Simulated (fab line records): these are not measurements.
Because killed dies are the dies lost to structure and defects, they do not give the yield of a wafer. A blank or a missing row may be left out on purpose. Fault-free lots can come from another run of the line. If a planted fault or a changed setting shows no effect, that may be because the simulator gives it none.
Split-lot experiment + flow n5_finfet + on a route of 1938 steps: 7 lots, 21 wafers read

== ABOUT THE SPLIT ==
At N5_MIM_BOT_ETCH_ETCH_04 (etches SiNx in CF4/O2, target depth 26 nm, time 13 s), the setting time_s was moved away from the recipe's 13 s on 9 of the 21 wafers read, by -20.6% to +22.3%. All remaining wafers had this setting at the recipe value.

The reading is taken at the split's own step.

== THE READING ==
etch.depth_nm (the simulator's own value, which no gauge read), in nm, at N5_MIM_BOT_ETCH_ETCH_04 (etches SiNx in CF4/O2, target depth 26 nm, time 13 s). No usual value for it is given in the file. The 12 wafers here that ran the recipe average 26.39 nm, standard deviation 0.7 nm.

| wafer  | tool, chamber at the split | time_s as run, s | against the recipe | etch.depth_nm, nm | against lot-mates on the recipe |
|--------|----------------------------|------------------|--------------------|-------------------|---------------------------------|
| L077.1 | rie_diel-04, 1             | 13               | recipe             | 26.67             | -                               |
| L077.4 | rie_diel-04, 2             | 15.88            | +22.2%             | 31.96             | +5.02                           |
| L077.6 | rie_diel-04, 3             | 13               | recipe             | 27.21             | -                               |
| L079.2 | rie_diel-02, 3             | 14.21            | +9.3%              | 28.21             | +2.51                           |
| L079.4 | rie_diel-02, 0             | 13               | recipe             | 25.39             | -                               |
| L079.5 | rie_diel-02, 1             | 13               | recipe             | 26.02             | -                               |
| L088.1 | rie_diel-02, 3             | 13               | recipe             | 25.41             | -                               |
| L088.5 | rie_diel-02, 3             | 15.71            | +20.8%             | 30.89             | +5.48                           |
| L088.6 | rie_diel-02, 2             | 15.71            | +20.8%             | 33.25             | +7.84                           |
| L095.2 | rie_diel-02, 0             | 11.7             | -10.0%             | 23.03             | -4.41                           |
| L095.5 | rie_diel-02, 1             | 11.7             | -10.0%             | 23.43             | -4.01                           |
| L095.6 | rie_diel-02, 2             | 13               | recipe             | 27.44             | -                               |
| L094.1 | rie_diel-04, 1             | 13               | recipe             | 26.85             | -                               |
| L094.3 | rie_diel-04, 3             | 13               | recipe             | 27.3              | -                               |
| L094.4 | rie_diel-04, 2             | 13               | recipe             | 25.95             | -                               |
| L089.1 | rie_diel-03, 3             | 13               | recipe             | 25.63             | -                               |
| L089.2 | rie_diel-03, 0             | 13               | recipe             | 26.55             | -                               |
| L089.6 | rie_diel-03, 3             | 15.9             | +22.3%             | 30.93             | +4.84                           |
| L092.1 | rie_diel-04, 2             | 13               | recipe             | 26.29             | -                               |
| L092.2 | rie_diel-04, 1             | 10.32            | -20.6%             | 21.41             | -4.88                           |
| L092.4 | rie_diel-04, 3             | 10.32            | -20.6%             | 21.9              | -4.39                           |

FIT RESULTS
A straight line over all 21 wafers: etch.depth_nm changes by +0.247 nm for each +1% of time_s; r = +0.97; the points scatter about the line by 0.78 nm.
The same after taking each lot's own level away (the mean of its wafers on the recipe; 21 wafers): +0.266 nm for each +1%; r = +0.97; scatter 0.9 nm.
Per that fit: largest time_s move, reading shift of 5.9 nm.
Across the lots, their own levels run from 25.410 to 27.440 nm, a range of 2.9 times the standard deviation given above.
Hence the lot-to-lot level has little effect on the slope; both slopes agree.
Check: +6.14 nm against its lot-mates is what the line predicts for one of the wafers moved furthest among these (+22.3%) when that wafer is left out of the fit. It came out at +4.84 nm against them.

== ADDITIONAL SPLITS CARRIED BY THESE WAFERS ==
Note: prior to the reading, these wafers also went through further splits. Each is held against what the fit with the lots' levels taken away leaves over:
| other split on the same wafers     | wafers away from the commonest value | r with etch.depth_nm (lot level and that fit taken away) |
|------------------------------------|--------------------------------------|----------------------------------------------------------|
| N5_BEOL_M13_ETCH_59 time_s         | 6                                    | +0.09                                                    |
| N5_BEOL_M13_SPUTTER_43 power_w     | 4                                    | -0.21                                                    |
| N5_BEOL_M14_ILD_DEP_00 time_s      | 7                                    | +0.17                                                    |
| N5_BEOL_M14_DEP_53 time_s          | 10                                   | -0.15                                                    |
| N5_BEOL_M15_ILD_DEP_00 temp_c      | 5                                    | -0.39                                                    |
| N5_BEOL_M15_SPUTTER_44 power_w     | 7                                    | +0.42                                                    |
| N5_BEOL_M15_DEP_53 time_s          | 8                                    | +0.19                                                    |
| N5_MIM_BOT_LITHO_EXPOSE_05 dose_mj | 6                                    | +0.37                                                    |

== THE FILE'S OWN FIT ==
etch.depth_nm changes by +0.255 nm for each +1% of time_s, r = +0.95.
